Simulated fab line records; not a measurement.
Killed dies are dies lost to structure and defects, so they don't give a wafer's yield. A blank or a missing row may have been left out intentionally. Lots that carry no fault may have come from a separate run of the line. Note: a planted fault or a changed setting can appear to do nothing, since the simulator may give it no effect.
What tool caused it? ; flow nand harc ; 13 lots, 39 wafers sampled, at 5 steps of a route of 1159

== WHAT THE GAUGES READ, wafer by wafer ==
NHARC_P_STI_CD_MEAS_16.
lot;measured;on;cd nm (nm)
L684;day 2 12:35;cd sem-03;198.7 198.5 203.1
L685;day 2 23:04;cd sem-02;198.4 200.6 204.0
L686;day 2 23:14;cd sem-03;197.5 199.3 197.1
L688;day 3 08:34;cd sem-03;201.4 202.2 205.2
L691;day 4 07:16;cd sem-01;200.7 201.0 200.9
L693;day 4 16:18;cd sem-02;200.9 202.2 201.2
L695;day 5 08:01;cd sem-01;200.9 195.6 200.1
L697;day 5 17:01;cd sem-03;199.3 199.5 200.7
L698;day 6 09:25;cd sem-02;199.6 195.1 196.7
L701;day 6 17:41;cd sem-02;204.1 198.9 198.3
L702;day 7 01:38;cd sem-02;204.7 204.6 201.3
L704;day 7 14:32;cd sem-02;202.5 198.9 198.5
L705;day 7 17:46;cd sem-03;199.3 198.3 196.1

NHARC_P_GATE_OVL_MEAS_27.
lot;measured;on;overlay x nm (nm);overlay y nm (nm)
L684;day 4 23:26;overlay-01;-0.1 0.0 0.0;0.4 0.1 0.6
L685;day 4 22:29;overlay-01;-0.8 -0.6 -1.1;-0.5 -0.4 -0.5
L686;day 4 23:55;overlay-01;-0.3 -0.1 -0.7;1.1 0.8 0.4
L688;day 5 13:37;overlay-02;0.1 -0.6 -0.2;-1.4 -1.0 -1.1
L691;day 6 20:38;overlay-01;-0.1 0.1 0.5;0.1 -0.2 -0.1
L693;day 6 21:14;overlay-02;-1.3 -0.8 -0.9;0.3 0.2 0.4
L695;day 7 21:01;overlay-01;1.8 1.7 1.8;-0.4 -0.5 -0.6
L697;day 7 21:29;overlay-01;0.1 0.0 -0.3;-0.5 -0.5 -0.6
L698;day 8 15:34;overlay-01;1.0 0.9 0.6;-0.9 -0.6 -0.6
L701;day 8 21:19;overlay-01;1.4 1.4 1.5;1.0 1.2 1.0
L702;day 9 02:44;overlay-02;0.4 0.4 0.5;0.1 -0.1 0.4
L704;day 9 19:43;overlay-02;0.1 -0.7 -0.8;-0.3 -0.4 0.1
L705;day 9 19:05;overlay-02;-0.1 0.8 0.0;0.3 0.9 0.2

NHARC_END_SORT_01.
lot;measured;on;killed at array;killed at other;killed at periphery;killed dies;killed open;killed short
L697;day 22 19:19;prober-02;31 48 33;0 0 0;1 1 644;32 49 677;2 3 2;2 4 3
L698;day 23 04:35;prober-01;23 30 20;0 1 1;654 1 0;677 32 21;3 2 0;2 0 3
L704;day 24 15:09;prober-02;18 22 18;1 0 1;4 1 1;23 23 20;6 1 3;1 3 1

== WHICH TOOL RAN EACH LOT (tool, then ch and the chambers of the sampled wafers, then the start) ==
lot;NHARC_P_GATE_ETCH_104;NHARC_P_GATE_ALD_36
L684;rie diel-07 ch 0,1,2, day 4 23:38;ald sin-04 ch 0,1,2, day 5 02:57
L685;rie diel-07 ch 0,2,3, day 4 22:40;ald sin-02 ch 1,2,3, day 4 23:51
L686;rie diel-07 ch 2,3, day 5 00:06;ald sin-02 ch 0,1,2, day 5 06:14
L688;rie diel-07 ch 0,1, day 5 13:49;ald sin-01 ch 0,3, day 5 14:59
L691;rie diel-07 ch 0,1, day 6 20:50;ald sin-04 ch 0,1,2, day 7 00:11
L693;rie diel-08 ch 2,3, day 6 21:32;ald sin-02 ch 0,1, day 6 23:52
L695;rie diel-01 ch 2,3, day 7 21:13;ald sin-01 ch 0,1,2, day 7 22:32
L697;rie diel-07 ch 0,2,3, day 7 21:41;ald sin-04 ch 0,1,3, day 7 23:29
L698;rie diel-07 ch 0,2,3, day 8 15:58;ald sin-04 ch 0,1,3, day 8 18:12
L701;rie diel-08 ch 0,1,2, day 8 21:34;ald sin-02 ch 0,1, day 8 22:52
L702;rie diel-01 ch 0,1,3, day 9 02:55;ald sin-01 ch 1,2, day 9 05:58
L704;rie diel-08 ch 0,1,2, day 9 19:53;ald sin-01 ch 1,2,3, day 9 22:07
L705;rie diel-01 ch 2,3, day 9 19:16;ald sin-02 ch 0,1,2, day 9 22:32
- NHARC_P_GATE_ETCH_104: etches the open film in CF4/CHF3, target depth 60 nm.
- NHARC_P_GATE_ALD_36: deposits SiNx, target thk 20 nm, pulse time 60 s, ald cycles 223.

== WHAT THE TOOLS THEMSELVES READ (means of the sampled wafers that have a number; where no wafer has one, the mark that the record gives instead) ==
NHARC_P_GATE_ETCH_104.
lot;tool;drypump motor current A (A);oes product au (a.u.);rf fwd power W (W);rf vpp V (V);showerhead plenum p Torr (Torr);throttle valve pct (%)
L684;rie diel-07;5.5;0.911;489.3;370.4;1.57;16.800
L685;rie diel-07;6.0;0.963;488.6;370.5;1.56;16.801
L686;rie diel-07;5.9;0.974;487.6;370.9;1.57;16.801
L688;rie diel-07;5.6;0.913;490.0;370.0;1.56;16.806
L691;rie diel-07;5.6;0.912;489.7;370.1;1.56;16.804
L693;rie diel-08;5.7;0.943;493.6;369.1;1.53;16.804
L695;rie diel-01;5.2;0.918;491.4;371.7;1.60;16.800
L697;rie diel-07;6.0;0.812;489.0;370.6;1.56;16.797
L698;rie diel-07;6.0;0.812;489.9;370.2;1.56;16.804
L701;rie diel-08;5.4;0.917;492.5;369.1;1.54;16.806
L702;rie diel-01;5.5;0.968;492.6;371.7;1.64;16.797
L704;rie diel-08;5.5;0.976;493.1;369.5;1.54;16.790
L705;rie diel-01;5.4;0.969;492.1;370.9;1.58;16.802

NHARC_P_GATE_ALD_36.
lot;tool;heater power w (W);precursor pulse height rel
L684;ald sin-04;852;1.007
L685;ald sin-02;828;0.997
L686;ald sin-02;795;1.019
L688;ald sin-01;897;0.986
L691;ald sin-04;865;1.000
L693;ald sin-02;781;1.022
L695;ald sin-01;830;0.983
L697;ald sin-04;896;1.005
L698;ald sin-04;907;1.001
L701;ald sin-02;786;1.018
L702;ald sin-01;857;1.003
L704;ald sin-01;921;1.006
L705;ald sin-02;808;1.002

== THE ANSWER, worked out from the rows above alone ==
Rule: usual is defined by the lots themselves. The widest of any qualifying gaps counts: lots, ordered by their means at a reading, are off when they make up no more than a third of the lots, leave a main group of 4 or more, and stand apart from it by 3 or more times the standard deviation of that group's means. A main group whose means are all the same, to the digits that the tables above print for the reading, isn't used. A lot without any number at a reading at which 4 lots or more have one is off too. The other lots that the step has rows for count as sound. After the gauges, taken in route order, come the tools' own readings; for these a lot's mean is taken, as printed above. The first step at which some lot is off is used, and at that step the reading that is off furthest; a lot without a number counts as furthest.
Off: L697, L698 (NHARC_P_GATE_ETCH_104, oes product au). For the main group the mean is 0.942 a.u. and the standard deviation 0.027.
A tool fits if, at that step or a process step before it, it ran every lot that is off, and no sound lot after the first of them. One fits: NHARC_P_GATE_ETCH_104 on rie diel-07. Its last sound lot is L691 (day 6 20:50), its first lot that is off L697 (day 7 21:41): a fault that began between those two fits.

== WHAT THE SIMULATOR PUT IN ==
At NHARC_P_GATE_ETCH_104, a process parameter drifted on rie diel-07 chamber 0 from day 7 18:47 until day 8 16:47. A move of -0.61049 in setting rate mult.
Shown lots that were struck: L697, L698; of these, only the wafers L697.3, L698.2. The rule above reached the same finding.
